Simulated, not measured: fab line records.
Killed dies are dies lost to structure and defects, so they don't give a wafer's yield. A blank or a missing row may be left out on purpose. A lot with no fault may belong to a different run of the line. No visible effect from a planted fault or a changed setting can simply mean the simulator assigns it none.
fab line records	flow n5_finfet
record lots=5	wafers=15	last_day=17
route steps=1938 shown SD_EPI_P@313 SD_ACTIVATION@330 BEOL_M4@1111 PASSIVATION@1936
lots that met no fault: from a run of the same line without faults
start_h: the number of hours between the record's first day and the start of the first shown wafer of the lot	wait_h: how many hours have passed since the lot's step before this one	" repeats the value in the row above	L1.1+2: several wafers, shown together as one row	- no value, or no start was given	* or withheld: withheld	< > ~ a bound
route shown NAME@n: names a module that has steps shown in the file, with the first one's number in the route	usual: average and standard deviation across the fault-free wafers	same: alike in all rows	chamber/n: place in a boat	sites: per-site readings	_std_site: standard deviation across them	_edge_site: outer sites' mean less inner sites'	radius_mm: for every site, how far away it sits from the centre of the wafer	mask NAME#n: copy n	behind: the tool/chamber that last shaped the wafer	hold: why the lot was held/for how many hours/how that ended	device: the n, p or np transistor that did not switch	end of line: the same wafers' tests at the end of the route	a step without rows: its recipe alone	killed: dies that structure and defects cost at the first sort, which is not the same as the wafer's yield	map: a wafer's dies, x killed, . not, _ none there
set.NAME: the setting as run; set.NAME@STEP: as run at that earlier step	model.NAME: the simulator's own value behind a step, which no gauge read
lots at some steps of the route; a table a step, a row a wafer
services: from which hour (start_h, from the record's first day; less than 0 if before it) a tool's chamber was out of use, for how many hours, and why
## steps
# step N5_SD_EPI_P_STRIP_50
# recipe chemistry=CHF3/O2	resist=SiARC	rf_frequency_hz=6e+07
# step N5_SD_EPI_P_SD_RECESS_17
# recipe chemistry=HBr/Cl2/O2	target_depth_a=391	bt_time_s=3	pressure_mtorr=10	icp_w=800	bias_w=112	HBr_flow_sccm=150	Cl2_flow_sccm=80	O2_flow_sccm=12
# usual drypump_motor_current_A=5.7/0.44	oes_product_au=1.013/0.015	throttle_valve_pct=37.0/0.33
lot.wafer	tool	chamber	start_h	wait_h	drypump_motor_current_A	oes_product_au	rf_hours_counter_h	throttle_valve_pct
L369.2	rie_si-04	2	74.00	0.0	5.7	1.018	37	36.7
L369.5	"	0	"	"	6.5	1.020	-	36.5
L369.6	"	1	"	"	5.2	1.008	-	36.5
L370.2	rie_si-05	1	84.69	0.0	6.0	1.012	135	37.1
L370.4	"	3	"	"	5.4	1.045	192	36.8
L370.6	"	1	"	"	6.0	1.018	-	37.1
L385.4	rie_si-04	3	167.73	0.0	5.8	1.032	16	37.7
L385.5	"	0	"	"	6.5	1.020	-	36.5
L385.6	"	1	"	"	5.2	0.996	-	36.5
L387.4	rie_si-04	3	180.94	0.0	5.8	1.024	16	37.7
L387.5	"	3	"	"	5.8	1.020	-	37.7
L387.6	"	0	"	"	6.5	1.014	-	36.5
L388.1	rie_si-06	1	189.05	0.0	5.5	1.019	137	36.8
L388.5	"	2	"	"	5.0	1.015	-	37.3
L388.6	"	3	"	"	5.3	0.973	-	36.8
# step N5_SD_EPI_P_WET_ETCH_45
# recipe chemistry=dHF	dilution=withheld	time_s=10.7	target=SiO2	target_depth_a=20	temp_c=25	dry=ipa_marangoni	rinse_time_s=30	rinse_temp_c=23
# step N5_SD_EPI_P_STRIP_40
# recipe chemistry=N2/H2	power_w=1000	temp_c=250	h2_frac=0.65	overash_fraction=0.3	pressure_mtorr=withheld	n2_flow_sccm=1750	h2_flow_sccm=3250
# usual drypump_motor_current_A=5.16/0.26	heater_power_w=321/36	oes_product_au=0.762/0.01
lot.wafer	tool	chamber	start_h	wait_h	drypump_motor_current_A	heater_power_w	oes_product_au	rf_hours_counter_h
L369.2	plasma_asher-02	1	74.15	0.0	4.89	278	0.778	83
L369.5	"	1	"	"	4.87	283	0.755	-
L369.6	"	0	"	"	5.33	347	0.768	-
L370.2	plasma_asher-01	0	84.84	0.0	5.53	353	0.759	40
L370.4	"	1	"	"	5.03	298	0.773	-
L370.6	"	0	"	"	5.54	359	0.754	-
L385.4	plasma_asher-01	1	167.90	0.0	5.03	304	0.768	-
L385.5	"	0	"	"	5.53	367	0.769	-
L385.6	"	1	"	"	4.97	303	0.757	-
L387.4	plasma_asher-01	1	181.11	0.0	5.01	306	0.762	-
L387.5	"	0	"	"	5.60	365	0.770	-
L387.6	"	1	"	"	5.00	303	0.755	-
L388.1	plasma_asher-01	0	189.19	0.0	5.58	365	0.748	62
L388.5	"	0	"	"	5.54	361	0.760	-
L388.6	"	1	"	"	5.00	299	0.762	-
# step N5_SD_EPI_P_PRECLEAN_52
# recipe chemistry=O3/DIW	time_s=60	temp_c=22	o3_ppm=10
# step N5_SD_EPI_P_SRD_20
# recipe dry=ipa_marangoni	do_ppb=5	time_s=30	temp_c=23	rinse_liquid=diw
# step N5_SD_EPI_P_PRECLEAN_51
# recipe chemistry=NF3:NH3	afs_cycles=1	temp_c=30	time_s=20	sublimation_temp_c=180	sublimation_time_s=60	pressure_torr=3	rf_power_w=30
# step N5_SD_EPI_P_VAPOR_ETCH_44
# recipe chemistry=NF3/Ar	target=SiGe30	temp_c=25	time_s=3.3	mode=isotropic
# step N5_SD_EPI_P_EPI_21
# recipe material=SiGe:B	dopant=B	temp_c=550	pressure_torr=20	ambient=H2	time_s=355
# step N5_SD_EPI_P_EPI_MEAS_23
# recipe mode=xrd
# usual thk_nm=61.0/1.2
lot.wafer	tool	chamber	start_h	wait_h	thk_nm
L369.2	film_metro-01	-	77.71	2.0	61.3
L369.5	"	-	"	"	59.4
L369.6	"	-	"	"	62.6
L370.2	film_metro-02	-	87.55	1.5	62.6
L370.4	"	-	"	"	62.9
L370.6	"	-	"	"	59.5
L385.4	film_metro-02	-	170.60	0.8	59.4
L385.5	"	-	"	"	61.3
L385.6	"	-	"	"	61.8
L387.4	film_metro-02	-	183.81	0.8	58.8
L387.5	"	-	"	"	59.3
L387.6	"	-	"	"	63.7
L388.1	film_metro-02	-	191.91	1.8	61.7
L388.5	"	-	"	"	61.2
L388.6	"	-	"	"	60.4
# step N5_SD_EPI_P_HM_STRIP_48
# recipe chemistry=H3PO4	temp_c=160	material=SiNx	target=SiNx	target_depth_a=30	overetch_fraction=0.3
# step N5_SD_EPI_P_SRD_49
# recipe dry=ipa_marangoni	time_s=30	temp_c=23	rinse_liquid=diw
# step N5_SD_EPI_P_PRECLEAN_24
# recipe chemistry=O3/DIW	time_s=45	temp_c=22	o3_ppm=10
lot.wafer	tool	chamber	start_h	wait_h
L369.2+5+6	wet_bench-03	2,4,1	77.88	0.0
L370.2+4+6	wet_bench-06	6,5,7	87.66	0.0
L385.4+5+6	wet_bench-06	1,0,2	170.70	0.0
L387.4+5+6	wet_bench-02	6,5,2	183.91	0.0
L388.1+5+6	wet_bench-03	6,4,5	192.02	0.0
# step N5_SD_EPI_P_PRECLEAN_32
# recipe chemistry=dHF	time_s=10	dilution=500:1	temp_c=25
# step N5_SD_EPI_P_PRECLEAN_33
# recipe chemistry=SC2	time_s=45	temp_c=35	mix=1:1:50
# step N5_SD_EPI_P_SRD_25
# recipe time_s=30	temp_c=23	rinse_liquid=diw	dry=ipa_marangoni
# step N5_SD_EPI_P_INSPECT_26
# recipe inspect_instrument=darkfield	mode=post_epi
# usual raw_defect_count=176/34
lot.wafer	tool	chamber	start_h	wait_h	raw_defect_count
L369.2	defect_inspect-02	-	77.99	0.0	144
L369.5	"	-	"	"	211
L369.6	"	-	"	"	151
L370.2	defect_inspect-01	-	87.74	0.0	145
L370.4	"	-	"	"	245
L370.6	"	-	"	"	252
L385.4	defect_inspect-01	-	170.77	0.0	196
L385.5	"	-	"	"	1199
L385.6	"	-	"	"	146
L387.4	defect_inspect-02	-	183.99	0.0	193
L387.5	"	-	"	"	166
L387.6	"	-	"	"	181
L388.1	defect_inspect-01	-	192.08	0.0	144
L388.5	"	-	"	"	148
L388.6	"	-	"	"	149
# step N5_SD_ACTIVATION_RTA_00
# recipe temp_c=975	time_s=0	ambient=N2	idle_temp_c=600	ramp_up_c_per_s=150	ramp_down_c_per_s=60	cool_to_c=600
# usual lamp_power_pct=8.96/0.056	wafer_temp_C_max=975.0/1.8
lot.wafer	tool	chamber	start_h	wait_h	lamp_power_pct	wafer_temp_C_max
L369.2	rtp_anneal-01	0	78.05	0.1	9.00	974.6
L369.5	"	0	"	"	8.90	977.1
L369.6	"	0	"	"	8.93	975.6
L370.2	rtp_anneal-01	0	87.79	0.1	8.90	975.6
L370.4	"	0	"	"	8.89	974.2
L370.6	"	0	"	"	8.87	975.7
L385.4	rtp_anneal-01	0	170.89	0.1	9.06	974.4
L385.5	"	0	"	"	8.95	974.5
L385.6	"	0	"	"	9.09	974.9
L387.4	rtp_anneal-02	0	184.14	0.2	9.00	975.9
L387.5	"	0	"	"	9.09	976.0
L387.6	"	0	"	"	8.94	976.8
L388.1	rtp_anneal-01	0	192.11	0.0	9.01	973.1
L388.5	"	0	"	"	8.92	972.0
L388.6	"	0	"	"	8.97	973.8
# step N5_BEOL_M4_RC_MEAS_101
# usual DIBL_N=37.2/1.8	DIBL_P=37.5/2.5	IOFF_N=0.17/0.038	IOFF_P=0.24/0.046	ION_N=681/13	ION_P=469/8.5	SS_N=71.7/0.6	SS_P=73.6/0.69	VT_N=249/3.4	VT_P=-248/3.6
lot.wafer	tool	chamber	start_h	wait_h	DIBL_N[mV/V]	DIBL_P[mV/V]	IOFF_N[nA/um]	IOFF_P[nA/um]	ION_N[uA/um]	ION_P[uA/um]	SS_N[mV/dec]	SS_P[mV/dec]	VT_N[mV]	VT_P[mV]
L369.2	prober-01	0	183.76	0.2	41.9	44.8	0.29	0.32	707	475	72.7	75.3	241	-247
L369.5	"	0	"	"	37.7	38.2	0.16	0.20	677	460	71.9	73.0	251	-255
L369.6	"	0	"	"	36.2	36.5	0.14	0.18	670	457	71.5	72.5	251	-255
L370.2	prober-02	0	189.67	0.2	38.6	38.9	0.19	0.28	686	481	71.9	74.2	245	-246
L370.4	"	0	"	"	38.7	39.4	0.20	0.31	692	489	72.3	75.0	248	-241
L370.6	"	0	"	"	36.0	35.3	0.14	0.22	688	480	71.5	73.6	249	-248
L385.4	prober-01	0	287.88	0.5	37.8	39.0	0.20	0.25	697	472	71.6	73.8	247	-251
L385.5	"	0	"	"	41.4	42.5	0.28	0.32	705	476	72.7	74.9	240	-244
L385.6	"	0	"	"	36.2	36.3	0.15	0.20	659	458	71.3	73.1	253	-252
L387.4	prober-02	0	291.95	0.5	34.3	35.6	0.15	0.21	675	470	70.9	73.1	247	-247
L387.5	"	0	"	"	38.4	40.6	0.22	0.29	693	477	73.0	74.5	245	-245
L387.6	"	0	"	"	36.8	38.6	0.19	0.25	695	476	71.5	73.6	243	-244
L388.1	prober-01	0	295.26	0.0	32.8	32.0	0.11	0.16	665	466	70.5	72.1	256	-252
L388.5	"	0	"	"	37.1	37.5	0.18	0.24	685	470	71.8	73.7	249	-249
L388.6	"	0	"	"	36.1	36.4	0.16	0.22	682	470	71.8	72.9	252	-245
# step N5_PASSIVATION_PROBE_49
# usual defect_limited_yield=91.2/1.4	killed_at_M0_to_M3=32/10	killed_at_M4_up=14/6.2	killed_at_contacts=12/6.3	killed_at_front_end=42/13	killed_at_other=4/3.4	killed_dies=104/17	killed_open=67/12	killed_short=34/8.1	sort_bin_4_leakage=0.02/0.13	sort_bin_5_function=5.2/0.93	sort_bin_6_memory=3.2/0.65	sort_bin_8_speed=0.00/0.017	sort_n_pass=1075/16
# same gross_dies=1180	killed_at_back_side=0
lot.wafer	tool	chamber	start_h	wait_h	defect_limited_yield[%]	killed_at_M0_to_M3	killed_at_M4_up	killed_at_contacts	killed_at_front_end	killed_at_other	killed_dies	killed_open	killed_short	sort_bin_4_leakage[%]	sort_bin_5_function[%]	sort_bin_6_memory[%]	sort_bin_8_speed[%]	sort_n_pass
L370.2	prober-02	-	292.82	0.1	91.1	28	25	23	25	4	105	70	34	0	5.8	3.0	0	1075
L370.4	prober-02	-	292.92	0.2	88.7	61	12	13	42	5	133	83	48	0	7.3	3.6	0	1047
L370.6	prober-02	-	293.02	0.3	89.6	52	17	22	29	3	123	83	38	0	6.0	4.1	0	1057
L385.5	prober-01	-	388.86	0.2	78.1	38	21	12	175	13	259	67	41	0.17	13.0	4.7	0	919
# killed by level:class
L370.2 MOL_CONTACT_COAG:geometric_particle:open=19 BEOL_M0_SAQP:geometric_particle:short=11 BEOL_M4:geometric_particle:open=11 BEOL_M0_SAQP:geometric_particle:open=8 FIN_SAQP:geometric_particle:short=6 FIN_SAQP:geometric_particle:open=4 STI_FIN_REVEAL:geometric_particle:open=4 MOL_CONTACT_COAG:geometric_particle:short=4
L370.4 BEOL_M0_SAQP:geometric_particle:short=17 BEOL_M0_SAQP:geometric_particle:open=14 MOL_CONTACT_COAG:geometric_particle:open=11 FIN_SAQP:geometric_particle:short=9 BEOL_M2:geometric_particle:open=9 BEOL_M1:geometric_particle:open=8 FIN_SAQP:geometric_particle:open=7 DUMMY_GATE:geometric_particle:open=5
L370.6 BEOL_M0_SAQP:geometric_particle:open=20 MOL_CONTACT_COAG:geometric_particle:open=20 BEOL_M0_SAQP:geometric_particle:short=18 FIN_SAQP:geometric_particle:short=9 BEOL_M1:geometric_particle:open=6 BEOL_M4:geometric_particle:open=6 FIN_SAQP:geometric_particle:open=5 DUMMY_GATE:geometric_particle:open=5
L385.5 SD_EPI_P:unspecified=149 MOL_CONTACT_COAG:geometric_particle:open=8 BEOL_M0_SAQP:geometric_particle:open=8 STI_FIN_REVEAL:geometric_particle:open=7 BEOL_M1:geometric_particle:open=7 BEOL_M2:geometric_particle:open=6 BEOL_M4:geometric_particle:open=5 BEOL_M0_SAQP:geometric_particle:short=5
# map L385.5 (x killed, . not)
_________________...x........________________
______________........x........._____________
___________..x.xx.......x...x......__________
__________.........................._________
________.........x...................._______
_______...x.....................xx.....______
______....x.....x.............x........._____
_____.................................x..____
____..x...........................x.......___
___...x..............x.....................__
___x........x...x.......x......x.x.........__
__.............x............x..x.......x...._
__x.....x.....x.x............x.............._
_x..x..x...x..x.x..xx.....xx............x....
_.x.......x...............x..................
_.....x......x.....x............x....x....x..
_...x...x.....xx...x......xx.x..x....x......x
_...x..........x.............................
_............x.xxxxxxx.x..x.x................
_x.........x.x.xxxxxxxxx....x..x.x...........
_...........xxxxxxxxxxxxxx.x........x......x.
__....x.....xxxxxxxxxxxx.xxxxx...........x.._
__....x....xxxxxxxxxxxxxxx..x....x.x........_
___.......x.xxxxxxxxxxxxxx........x........__
___.......xxxxxxxxxxxxxxxxx........x.......__
____........xxxxxxxxxxxxxx.........xx.....___
_____.......xxxxxxxxxxxxxx...x.....x....x____
______....xx..xxxxxxxxxx.x.x...x........_____
_______x....xxxx.xxxxxx.....x....x.....______
________.......x.xx..x......x........._______
__________.....x...x.x...x.........._________
___________...x....x.........xx....__________
______________..x..x............_____________
_________________.........x..________________
# map L370.4 (x killed, . not)
_________________..........x.________________
______________.................._____________
___________...........x..x.........__________
__________.x............x..x...x...._________
________x................x............_______
_______.x.....x.........x....x.........______
______....x.x.........................x._____
_____...............x....x......x........____
____.........x...xx..x...x................___
___x.........xx.....x.........x............__
___...x.x........x............x............__
__..........x.x..x....x.......x.....x......._
__.....................x..........x........._
_.....x....x......x..x....x........x.........
_........x..........x........................
_......x.xx.x.......................x..x.....
_.....xx..........x.x...........x............
_x............x.............x........x.......
_....x..........x..x....x.....x.....x...x....
_.x.x.....x...x......x...........x.....xx....
_...........x.....x.x........x.........xx....
__.xx....x.......x....x....x...........x...x_
__.............x.......x...........x...x...._
___x..........x...........x.....x..........__
___..x..x..........x.x...........x.........__
____.......x......x.......x....x.x.......x___
_____.........................x......x...____
______......x.x..............x.......x.._____
_______.......x...........x....x.......______
________....x.x....xx................._______
__________...x..........x..........._________
___________..............x.....x...__________
______________xx.x..x..........._____________
_________________............________________
## services
tool	chamber	start_h	hours	kind
wet_bench-03	-	88.42	1.3	repair
wet_bench-06	-	89.26	2.3	repair
wet_bench-06	-	120.49	2.2	repair
rie_si-05	0	131.32	10.0	repair
rie_si-05	3	134.31	3.9	repair
rie_si-04	1	138.26	14.7	repair
rie_si-05	3	152.75	-	clean
rie_si-05	3	152.75	23.4	scheduled_down
rie_si-05	3	152.75	23.4	vent_cycle
wet_bench-06	-	180.73	1.9	pm
wet_bench-06	-	184.28	1.3	repair
## key
first_sign step=N5_SD_EPI_P_INSPECT_26	reading=raw_defect_count	direction=up	sigmas=30	usual=176	struck=1199
effect step=N5_PASSIVATION_PROBE_49	reading=killed_at_front_end	direction=up	sigmas=10	usual=42	struck=175
more_kills_born_at N5_SD_EPI_P_PRECLEAN_24@wet_bench-06=149
met_at N5_SD_EPI_P_PRECLEAN_24
struck_wafers L385.5
fault kind=chamber_particle_source	tool=wet_bench-06	chamber=0	onset_h=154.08	steps=N5_SD_EPI_P_PRECLEAN_24	rate_per_visit_cm2=1.5893	end_h=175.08
